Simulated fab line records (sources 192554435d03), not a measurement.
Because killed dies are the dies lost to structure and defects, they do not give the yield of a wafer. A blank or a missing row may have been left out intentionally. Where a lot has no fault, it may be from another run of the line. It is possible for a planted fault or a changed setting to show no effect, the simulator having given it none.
Matching of chambers -- flow n5 finfet -- N5_HKMG_FIN_DESCUM_17 on rie diel-04 has 4 sister chambers
The step chemistry O2, time 7.9 s. 8 wafers are shown with their chamber, then 12 later ones without.

== WAFERS, EACH WITH ITS CHAMBER ==
wafer,chamber,showerhead plenum p Torr (Torr),drypump motor current A (A)
L085.1,2,2.03,6.1
L085.2,0,2.24,6.4
L085.4,1,1.98,6.1
L085.5,2,2.03,6.1
L085.6,3,2.08,5.9
L087.1,1,1.98,6.1
L087.5,3,2.08,6.0
L087.6,0,2.23,6.4

== WAFERS WITH NO CHAMBER GIVEN ==
wafer,showerhead plenum p Torr (Torr),drypump motor current A (A)
L093.3,1.98,6.1
L093.5,2.08,6.0
L093.6,2.23,6.4
L094.1,1.98,6.1
L094.2,2.07,6.0
L094.4,2.03,6.1
L096.1,1.97,6.1
L096.2,2.02,6.1
L096.3,2.23,6.4
L096.4,2.07,6.0
L096.5,2.02,6.1
L096.6,2.07,6.0

== WHICH CHAMBER EACH ONE RAN IN ==
wafer,from the rows above,in truth
L093.3,1,1
L093.5,3,3
L093.6,0,0
L094.1,1,1
L094.2,3,3
L094.4,2,2
L096.1,1,1
L096.2,2,2
L096.3,0,0
L096.4,3,3
L096.5,2,2
L096.6,3,3
Correctly placed: 12 of 12. Can't be placed from these rows: 0. 0 placed wrongly.
How it was worked out, from the rows above alone: a wafer's distance from a chamber is the root of the sum, over the readings, of the square of ((its reading less the chamber's mean) divided by the reading's scatter). If the next closest chamber is less than 2 further off than the closest, the wafer can't be placed; otherwise it belongs to the closest. A chamber's mean is the mean of its shown wafers. The scatter: take each reading less its chamber's mean, square it, sum over the shown wafers, divide by the number of wafers less the number of chambers, and take the root.
